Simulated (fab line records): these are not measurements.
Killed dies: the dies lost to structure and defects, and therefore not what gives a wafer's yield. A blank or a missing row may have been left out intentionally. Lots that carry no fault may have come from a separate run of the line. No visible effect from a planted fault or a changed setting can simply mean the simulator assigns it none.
Problem report, 8D (eight disciplines) form, completed by code / flow nandHarc / the parts of the form that need people (team, actions taken, sign-off) are left out

== 1. WHAT IS WRONG ==
At NHARC_P_M0_CD_MEAS_09, cdNm averages 99.7 nm over 6 wafers from 2 lots, while fault-free wafers read 90.0 nm, standard deviation 0.52. Measured from the usual mean, that is +19 standard deviations.
The step: target cd 90 nm.
First observed at day 10 02:05: wafer L886.2, on cdSem-03. At this step, 33 wafers from 11 lots have a number in the record. The rule behind "out" and "out of limits": a value lying over 4 standard deviations away from the usual mean. All remaining wafers that have a number are taken as sound.

== 2. WHAT IT IS, AND WHAT IT ISN'T ==
question=which readings at this step | is=cdNm | is not=-
question=which lots | is=L886, L892 | is not=L871, L872, L873, L874, L880, L881, L883, L887, L893
question=which wafers of those lots | is=all that have a number | is not=-
question=read on which gauges | is=cdSem-01, cdSem-03 | is not=-
question=when | is=from day 10 02:05 | is not=up to then (21 sound wafers); but 6 sound wafers of L887, L893 came after

== 3. THE SUSPECTS, EACH WITH WHAT RULES IT OUT ==
Counting: any tool at a process step up to the reading is kept as a suspect provided that every lot that is out went through it and no sound lot did after the first of them.
- the gauge at NHARC_P_M0_CD_MEAS_09: ruled out. Those wafers that are out were read across 2 gauges (cdSem-01, cdSem-03).
- arfiScanner-01 at NHARC_P_M0_EXPOSE_06 (exposes mask P M0, target cd 90 nm): kept. It processed each lot that is out, first L886 at day 10 01:56, and no sound lot thereafter; up to then, the last sound lot it processed was L881 at day 9 03:38. Its own readings are out on those wafers: exposureDoseMJCm2.
Left after counting: arfiScanner-01 at NHARC_P_M0_EXPOSE_06.

== 4. THE CAUSE (what the simulator had put in) ==
Drift in process parameters on arfiScanner-01 at NHARC_P_M0_EXPOSE_06, starting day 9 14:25. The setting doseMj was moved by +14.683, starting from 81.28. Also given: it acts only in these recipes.
Only this tool survived the counting.

== 5. THE CHAIN OF EFFECTS, in route order ==
Each row: a reading where the mean over the struck wafers with a number is more than 3 standard deviations away from the usual. Only readings whose record carries a usual standard deviation are examined. hours: median over the lots of the time between each lot's start at the first step of this table that gives one and its start at this step. sigmas: the change, counted in usual standard deviations.
hours=0; step=NHARC_P_M0_EXPOSE_06; reading=exposureDoseMJCm2; usual=81.26; on struck wafers=94.51; change=+13.25; sigmas=+99 or more
hours=0; step=NHARC_P_M0_CD_MEAS_09; reading=cdNm; usual=90.0 nm; on struck wafers=99.7; change=+9.7; sigmas=+19
Its process steps:
- NHARC_P_M0_EXPOSE_06: exposes mask P M0, target cd 90 nm.

== 6. HOW IT WOULD HAVE BEEN CAUGHT EARLIER ==
In this record the first reading out of limits at a measuring or inspecting step was taken at day 10 02:05, 12 hours after the fault began at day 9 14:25.
At NHARC_P_M0_EXPOSE_06, the tool's own readings (exposureDoseMJCm2) were out on each struck wafer the step has a row for, so an alarm limit on them would have fired on the first such wafer.
L892, from the lots that are out (2), started NHARC_P_M0_EXPOSE_06 on arfiScanner-01 later than day 10 02:05. Holding the tool at that time would have saved it.
